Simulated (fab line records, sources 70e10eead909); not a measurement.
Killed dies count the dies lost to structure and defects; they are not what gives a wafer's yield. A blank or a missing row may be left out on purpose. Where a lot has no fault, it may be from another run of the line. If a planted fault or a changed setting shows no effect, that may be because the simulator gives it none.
Matching of chambers :: flow nand-harc :: pecvd-01 running NHARC_P_M0_PRE_CLEAN_31: 3 sister chambers
The step time 12 s. 3 wafers are shown with their chamber, then 10 later ones without.

WAFERS WITH THEIR CHAMBER
wafer: L083.6
chamber: 1
heater-power-w (W): 698

wafer: L089.1
chamber: 2
heater-power-w (W): 584

wafer: L089.4
chamber: 0
heater-power-w (W): 597

WAFERS WITHOUT THEIR CHAMBER
wafer: L089.6
heater-power-w (W): 719

wafer: L090.1
heater-power-w (W): 569

wafer: L090.4
heater-power-w (W): 634

wafer: L090.5
heater-power-w (W): 680

wafer: L091.1
heater-power-w (W): 704

wafer: L091.4
heater-power-w (W): 738

wafer: L091.6
heater-power-w (W): 614

wafer: L093.1
heater-power-w (W): 685

wafer: L093.5
heater-power-w (W): 684

wafer: L093.6
heater-power-w (W): 515

WHICH CHAMBER EACH ONE RAN IN
wafer: L089.6
from the rows above: 1
in truth: 1

wafer: L090.1
from the rows above: can't be placed: 2 or 0
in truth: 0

wafer: L090.4
from the rows above: can't be placed: 0 or 2 or 1
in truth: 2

wafer: L090.5
from the rows above: 1
in truth: 1

wafer: L091.1
from the rows above: 1
in truth: 1

wafer: L091.4
from the rows above: 1
in truth: 1

wafer: L091.6
from the rows above: can't be placed: 0 or 2
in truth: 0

wafer: L093.1
from the rows above: 1
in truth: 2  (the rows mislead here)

wafer: L093.5
from the rows above: 1
in truth: 1

wafer: L093.6
from the rows above: can't be placed: 2 or 0
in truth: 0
Correct placement for 5 of the 10. Can't be placed from these rows: 4 (the true chamber is among the candidates in 4). Wrongly placed: 1.
How it was worked out, from the rows above alone: a wafer's distance from a chamber is the root of the sum, over the readings, of the square of ((its reading less the chamber's mean) divided by the reading's scatter). If the next closest chamber is less than 2 further off than the closest, the wafer can't be placed; otherwise it belongs to the closest. The mean given for a chamber averages the wafers shown for that chamber. The scatter: with one shown wafer a chamber, the root of the mean of the squares of how far each hidden wafer lies from its nearest shown one.
